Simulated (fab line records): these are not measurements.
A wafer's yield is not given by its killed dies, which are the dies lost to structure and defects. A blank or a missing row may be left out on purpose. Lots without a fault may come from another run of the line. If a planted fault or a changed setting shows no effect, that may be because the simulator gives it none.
Chamber matching / flow n5-finfet / N5_BEOL_M5_VIA_ETCH_34 on rie-diel-05: 4 sister chambers
The step etches SiCOH lowk in C4F6/O2, target depth 88.3 nm, time 39.2 s. 16 wafers are shown with their chamber, then 8 later ones without.

WAFERS PAIRED WITH THEIR CHAMBERS
wafer=L074.1; chamber=0; drypump-motor-current-A (A)=6.7; showerhead-plenum-p-Torr (Torr)=2.73; throttle-valve-pct (%)=21.37
wafer=L074.3; chamber=1; drypump-motor-current-A (A)=6.7; showerhead-plenum-p-Torr (Torr)=2.76; throttle-valve-pct (%)=21.18
wafer=L074.5; chamber=0; drypump-motor-current-A (A)=6.7; showerhead-plenum-p-Torr (Torr)=2.73; throttle-valve-pct (%)=21.37
wafer=L078.1; chamber=2; drypump-motor-current-A (A)=5.3; showerhead-plenum-p-Torr (Torr)=2.95; throttle-valve-pct (%)=20.98
wafer=L078.3; chamber=1; drypump-motor-current-A (A)=6.7; showerhead-plenum-p-Torr (Torr)=2.76; throttle-valve-pct (%)=21.20
wafer=L078.5; chamber=0; drypump-motor-current-A (A)=6.7; showerhead-plenum-p-Torr (Torr)=2.72; throttle-valve-pct (%)=21.38
wafer=L079.1; chamber=0; drypump-motor-current-A (A)=6.7; showerhead-plenum-p-Torr (Torr)=2.72; throttle-valve-pct (%)=21.37
wafer=L079.2; chamber=3; drypump-motor-current-A (A)=4.9; showerhead-plenum-p-Torr (Torr)=3.01; throttle-valve-pct (%)=20.83
wafer=L079.6; chamber=3; drypump-motor-current-A (A)=4.9; showerhead-plenum-p-Torr (Torr)=3.01; throttle-valve-pct (%)=20.82
wafer=L082.2; chamber=3; drypump-motor-current-A (A)=5.0; showerhead-plenum-p-Torr (Torr)=3.00; throttle-valve-pct (%)=20.83
wafer=L082.3; chamber=0; drypump-motor-current-A (A)=6.7; showerhead-plenum-p-Torr (Torr)=2.72; throttle-valve-pct (%)=21.40
wafer=L082.4; chamber=2; drypump-motor-current-A (A)=5.3; showerhead-plenum-p-Torr (Torr)=2.94; throttle-valve-pct (%)=21.01
wafer=L088.2; chamber=2; drypump-motor-current-A (A)=5.3; showerhead-plenum-p-Torr (Torr)=2.93; throttle-valve-pct (%)=21.05
wafer=L088.3; chamber=0; drypump-motor-current-A (A)=6.7; showerhead-plenum-p-Torr (Torr)=2.71; throttle-valve-pct (%)=21.43
wafer=L088.5; chamber=1; drypump-motor-current-A (A)=6.7; showerhead-plenum-p-Torr (Torr)=2.74; throttle-valve-pct (%)=21.22
wafer=L085.2; chamber=3; drypump-motor-current-A (A)=4.9; showerhead-plenum-p-Torr (Torr)=2.99; throttle-valve-pct (%)=20.86

SIGNATURES (averages over the wafers above)
reading=drypump-motor-current-A; chamber 0=6.700; chamber 1=6.700; chamber 2=5.300; chamber 3=4.925; scatter within a chamber=0.025
reading=showerhead-plenum-p-Torr; chamber 0=2.7217; chamber 1=2.7533; chamber 2=2.9400; chamber 3=3.0025; scatter within a chamber=0.00924
reading=throttle-valve-pct; chamber 0=21.3867; chamber 1=21.2000; chamber 2=21.0133; chamber 3=20.8350; scatter within a chamber=0.0243
Rule: for a wafer and a chamber, the distance is found by dividing, reading by reading, the gap between the wafer's reading and the chamber's mean by the reading's scatter, squaring, summing and taking the root. If the next closest chamber is less than 2 further off than the closest, the wafer can't be placed; otherwise it belongs to the closest. The scatter: take each reading less its chamber's mean, square it, sum over the shown wafers, divide by the number of wafers less the number of chambers, and take the root.

WAFERS MISSING THEIR CHAMBER
wafer=L085.4; drypump-motor-current-A (A)=6.7; showerhead-plenum-p-Torr (Torr)=2.71; throttle-valve-pct (%)=21.44
wafer=L085.6; drypump-motor-current-A (A)=6.7; showerhead-plenum-p-Torr (Torr)=2.74; throttle-valve-pct (%)=21.22
wafer=L092.2; drypump-motor-current-A (A)=6.7; showerhead-plenum-p-Torr (Torr)=2.74; throttle-valve-pct (%)=21.23
wafer=L092.4; drypump-motor-current-A (A)=6.7; showerhead-plenum-p-Torr (Torr)=2.71; throttle-valve-pct (%)=21.44
wafer=L092.6; drypump-motor-current-A (A)=6.7; showerhead-plenum-p-Torr (Torr)=2.74; throttle-valve-pct (%)=21.23
wafer=L097.1; drypump-motor-current-A (A)=6.7; showerhead-plenum-p-Torr (Torr)=2.71; throttle-valve-pct (%)=21.43
wafer=L097.3; drypump-motor-current-A (A)=5.3; showerhead-plenum-p-Torr (Torr)=2.93; throttle-valve-pct (%)=21.06
wafer=L097.6; drypump-motor-current-A (A)=5.0; showerhead-plenum-p-Torr (Torr)=2.99; throttle-valve-pct (%)=20.87

EACH ONE'S CHAMBER
wafer=L085.4; from the rows above=0; in truth=0
wafer=L085.6; from the rows above=1; in truth=1
wafer=L092.2; from the rows above=1; in truth=1
wafer=L092.4; from the rows above=0; in truth=0
wafer=L092.6; from the rows above=1; in truth=1
wafer=L097.1; from the rows above=0; in truth=0
wafer=L097.3; from the rows above=2; in truth=2
wafer=L097.6; from the rows above=3; in truth=3
8 of 8 placed correctly. From these rows, 0 cannot be placed. Placed wrongly: 0.
